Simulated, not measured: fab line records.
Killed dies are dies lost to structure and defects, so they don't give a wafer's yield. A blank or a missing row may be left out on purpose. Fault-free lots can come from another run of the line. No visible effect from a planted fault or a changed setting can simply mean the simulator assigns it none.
Chamber matching ; flow n5-finfet ; 4 sister chambers for N5_MOL_CONTACT_COAG_ETCHBACK_132 on rie-diel-05
The step etches SiO2 in CHF3, target depth 10 nm, time 6.7 s. 18 wafers are shown with their chamber, then 9 later ones without.

## WAFERS WITH THEIR CHAMBER
wafer;chamber;drypump-motor-current-A (A);showerhead-plenum-p-Torr (Torr);throttle-valve-pct (%)
L081.1;2;5.1;2.48;19.06
L081.3;0;6.6;2.37;18.73
L081.5;1;5.8;2.49;18.82
L080.2;1;5.8;2.49;18.82
L080.3;0;6.6;2.37;18.73
L080.6;1;5.7;2.49;18.82
L082.2;1;5.8;2.49;18.82
L082.3;2;5.1;2.47;19.09
L082.5;2;5.1;2.47;19.08
L083.2;1;5.8;2.49;18.80
L083.3;2;5.1;2.47;19.09
L083.6;2;5.1;2.47;19.09
L084.1;0;6.6;2.36;18.75
L084.5;2;5.1;2.47;19.10
L084.6;1;5.8;2.49;18.82
L090.1;3;5.7;2.51;18.37
L090.5;3;5.7;2.51;18.39
L090.6;0;6.6;2.36;18.75

SIGNATURES, as means of the wafers listed above
reading;chamber 0;chamber 1;chamber 2;chamber 3;scatter within a chamber
drypump-motor-current-A;6.600;5.783;5.100;5.700;0.0244
showerhead-plenum-p-Torr;2.3650;2.4900;2.4717;2.5100;0.00362
throttle-valve-pct;18.7400;18.8167;19.0850;18.3800;0.0116
Rule: a wafer's distance from a chamber is the root of the sum, over the readings, of the square of ((its reading less the chamber's mean) divided by the reading's scatter). If the next closest chamber is less than 2 further off than the closest, the wafer can't be placed; otherwise it belongs to the closest. How the scatter is found: for the shown wafers, subtract from each reading the mean of its chamber, square and add these, divide the total by (wafers less chambers), then take the root.

## WAFERS WHOSE CHAMBER IS MISSING
wafer;drypump-motor-current-A (A);showerhead-plenum-p-Torr (Torr);throttle-valve-pct (%)
L094.2;5.1;2.46;19.13
L094.5;5.1;2.46;19.12
L094.6;5.7;2.48;18.84
L096.4;5.8;2.48;18.86
L096.5;5.1;2.46;19.14
L096.6;5.7;2.50;18.43
L097.1;5.1;2.46;19.14
L097.2;6.6;2.36;18.40
L097.6;5.8;2.48;18.87

## WHICH CHAMBER EACH WENT THROUGH
wafer;from the rows above;in truth
L094.2;2;2
L094.5;2;2
L094.6;1;1
L096.4;1;1
L096.5;2;2
L096.6;3;3
L097.1;2;2
L097.2;0;0
L097.6;1;1
Correct placement for 9 of the 9. Number that these rows cannot place: 0. 0 placed wrongly.
